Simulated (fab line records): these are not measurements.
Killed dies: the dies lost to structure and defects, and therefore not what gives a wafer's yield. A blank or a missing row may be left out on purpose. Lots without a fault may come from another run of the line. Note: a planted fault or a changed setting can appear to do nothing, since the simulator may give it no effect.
Chamber matching | flow n5-finfet | rie-diel-01 running N5_BEOL_M12_ETCH_67: 3 sister chambers
The step etches SiARC in CF4, target depth 143 nm, time 238.3 s. 14 wafers are shown with their chamber, then 5 later ones without.

## WAFERS, EACH WITH ITS CHAMBER
wafer  | chamber | showerhead-plenum-p-Torr (Torr) | drypump-motor-current-A (A) | oes-product-au (a.u.)
L080.2 | 3       | 2.17                            | 4.9                         | 0.74
L080.5 | 3       | 2.17                            | 5.0                         | 0.73
L080.6 | 2       | 2.28                            | 5.9                         | 0.81
L079.1 | 2       | 2.27                            | 5.9                         | 0.80
L079.4 | 1       | 2.18                            | 5.2                         | 0.73
L079.6 | 2       | 2.27                            | 6.0                         | 0.80
L084.1 | 3       | 2.16                            | 4.9                         | 0.71
L084.5 | 3       | 2.17                            | 4.9                         | 0.72
L084.6 | 2       | 2.27                            | 5.9                         | 0.78
L085.1 | 2       | 2.27                            | 5.9                         | 0.75
L085.4 | 1       | 2.18                            | 5.2                         | 0.70
L085.5 | 1       | 2.18                            | 5.2                         | 0.71
L088.2 | 3       | 2.16                            | 5.0                         | 0.70
L088.3 | 1       | 2.18                            | 5.2                         | 0.70

SIGNATURES (averages over the wafers above)
reading                  | chamber 1 | chamber 2 | chamber 3 | scatter within a chamber
showerhead-plenum-p-Torr | 2.1800    | 2.2720    | 2.1660    | 0.00426
drypump-motor-current-A  | 5.200     | 5.920     | 4.940     | 0.0426
oes-product-au           | 0.7100    | 0.7880    | 0.7200    | 0.0188
Rule: for each reading, subtract the chamber's mean from the wafer's reading, divide by that reading's scatter and square the result; add these up over the readings and take the root, which gives the wafer's distance from the chamber. If the next closest chamber is less than 2 further off than the closest, the wafer can't be placed; otherwise it belongs to the closest. The scatter: the root of (the sum of the squares of (reading less its chamber's mean) over the shown wafers, divided by (wafers less chambers)).

## WAFERS WITH NO CHAMBER GIVEN
wafer  | showerhead-plenum-p-Torr (Torr) | drypump-motor-current-A (A) | oes-product-au (a.u.)
L088.5 | 2.18                            | 5.2                         | 0.71
L092.4 | 2.16                            | 4.9                         | 0.69
L092.6 | 2.16                            | 5.0                         | 0.69
L095.3 | 2.16                            | 5.0                         | 0.69
L095.5 | 2.16                            | 4.9                         | 0.70

## WHICH CHAMBER EACH WENT THROUGH
wafer  | from the rows above | in truth
L088.5 | 1                   | 1
L092.4 | 3                   | 3
L092.6 | 3                   | 3
L095.3 | 3                   | 3
L095.5 | 3                   | 3
5 of 5 placed correctly. From these rows, 0 cannot be placed. 0 placed wrongly.
